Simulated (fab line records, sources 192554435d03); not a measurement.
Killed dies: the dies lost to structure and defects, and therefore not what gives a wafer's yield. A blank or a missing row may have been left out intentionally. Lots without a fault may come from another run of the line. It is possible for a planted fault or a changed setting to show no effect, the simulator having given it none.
Which tool is to blame? :: flow n5Finfet :: route of 1938 steps, sampled at 1 step: 12 lots, 36 wafers

WHAT THE GAUGES SHOWED, per wafer
N5_BEOL_M7_THK_MEAS_01.
lot: L077
measured: day 9 08:07
on: filmMetro-01
M7_ILD_THK (nm): 152.0 159.1 157.5

lot: L076
measured: day 9 09:19
on: filmMetro-01
M7_ILD_THK (nm): 155.6 157.6 155.7

lot: L078
measured: day 10 08:55
on: filmMetro-02
M7_ILD_THK (nm): 153.5 152.0 155.8

lot: L081
measured: day 10 18:14
on: filmMetro-02
M7_ILD_THK (nm): 153.4 156.4 157.4

lot: L083
measured: day 11 10:29
on: filmMetro-01
M7_ILD_THK (nm): 150.4 154.8 152.9

lot: L086
measured: day 11 19:04
on: filmMetro-02
M7_ILD_THK (nm): 154.0 155.3 159.1

lot: L087
measured: day 12 14:25
on: filmMetro-01
M7_ILD_THK (nm): 152.3 153.0 156.4

lot: L090
measured: day 12 23:25
on: filmMetro-02
M7_ILD_THK (nm): 154.2 155.0 156.1

lot: L089
measured: day 13 13:09
on: filmMetro-01
M7_ILD_THK (nm): 154.1 150.6 155.5

lot: L093
measured: day 13 21:40
on: filmMetro-02
M7_ILD_THK (nm): 157.3 156.7 154.8

lot: L094
measured: day 14 09:24
on: filmMetro-01
M7_ILD_THK (nm): 154.6 153.6 155.4

lot: L097
measured: day 15 02:59
on: filmMetro-01
M7_ILD_THK (nm): 152.5 150.6 152.8

TOOL THAT RAN EACH LOT (tool first, then ch and the chambers of the sampled wafers, then the start)
The record holds no process step before these readings.

THE ANSWER, worked out from the rows above alone
Rule: usual is defined by the lots themselves. Put in order of their means at a reading, lots are off if they are a third of the lots or fewer, leave a main group of 4 or more, and stand apart from it by a gap of 3 or more times the standard deviation of the main group's means; of several such gaps the widest counts. A main group whose means are all the same, to the digits that the tables above print for the reading, isn't used. A lot without any number at a reading at which 4 lots or more have one is off too. All remaining lots with rows at the step are treated as sound.
No lot is off at any reading shown: from this, nothing can be told.

WHAT THE SIMULATOR HAD INSERTED
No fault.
